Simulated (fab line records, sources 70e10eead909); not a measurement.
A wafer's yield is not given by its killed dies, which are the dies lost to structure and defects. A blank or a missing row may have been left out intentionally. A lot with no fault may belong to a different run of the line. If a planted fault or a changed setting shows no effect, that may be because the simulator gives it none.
Chamber matching -- flow nand_harc -- 4 sister chambers for NHARC_A_CHANNEL_HOLE_D1_ETCH_38 on rie_diel-02
The step etches the open film in CF4, target depth 39 nm, time 65 s. 15 wafers are shown with their chamber, then 7 later ones without.

## WAFERS, EACH WITH ITS CHAMBER
wafer,chamber,throttle_valve_pct (%),rf_vpp_V (V),oes_product_au (a.u.)
L837.2,0,13.287,151.3,1.000
L837.3,3,13.269,150.6,1.011
L837.6,2,13.276,153.3,1.001
L838.2,0,13.293,150.2,1.001
L838.5,2,13.288,150.7,1.008
L838.6,3,13.284,151.9,1.009
L843.2,1,13.295,151.8,1.000
L843.4,0,13.283,151.6,1.002
L843.6,0,13.279,151.2,0.997
L842.1,3,13.272,150.7,1.007
L842.3,0,13.306,152.3,1.007
L842.6,3,13.292,151.1,0.996
L846.2,0,13.288,153.1,0.999
L846.3,1,13.286,151.0,1.010
L846.4,3,13.297,151.4,0.998

SIGNATURES, as means of the wafers listed above
reading,chamber 0,chamber 1,chamber 2,chamber 3,scatter within a chamber
throttle_valve_pct,13.28933,13.29050,13.28200,13.28280,0.0102
rf_vpp_V,151.617,151.400,152.000,151.140,0.943
oes_product_au,1.00100,1.00500,1.00450,1.00420,0.00535
Rule: distance of a wafer from a chamber = root of the sum over the readings of ((wafer's reading minus chamber's mean) / reading's scatter) squared. If the next closest chamber is less than 2 further off than the closest, the wafer can't be placed; otherwise it belongs to the closest. The scatter is the square root of a quotient: the sum, over the shown wafers, of each reading's squared deviation from its chamber's mean, divided by wafers minus chambers.

## WAFERS MISSING THEIR CHAMBER
wafer,throttle_valve_pct (%),rf_vpp_V (V),oes_product_au (a.u.)
L847.2,13.266,151.4,1.004
L847.4,13.284,152.7,1.002
L847.5,13.284,149.2,1.015
L850.2,13.277,150.2,1.006
L858.3,13.282,152.5,1.007
L858.4,13.293,149.7,1.002
L858.6,13.268,151.2,0.986

## WHICH CHAMBER EACH WENT THROUGH
wafer,from the rows above,in truth
L847.2,can't be placed: 3 or 2 or 0 or 1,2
L847.4,can't be placed: 2 or 0 or 1 or 3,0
L847.5,can't be placed: 3 or 1 or 2 or 0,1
L850.2,can't be placed: 3 or 1 or 2 or 0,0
L858.3,can't be placed: 2 or 1 or 3 or 0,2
L858.4,can't be placed: 3 or 1 or 0 or 2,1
L858.6,can't be placed: 0 or 3 or 2 or 1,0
Placed correctly: 0 of 7. Can't be placed from these rows: 7 (the true chamber is among the candidates in 7). 0 placed wrongly.
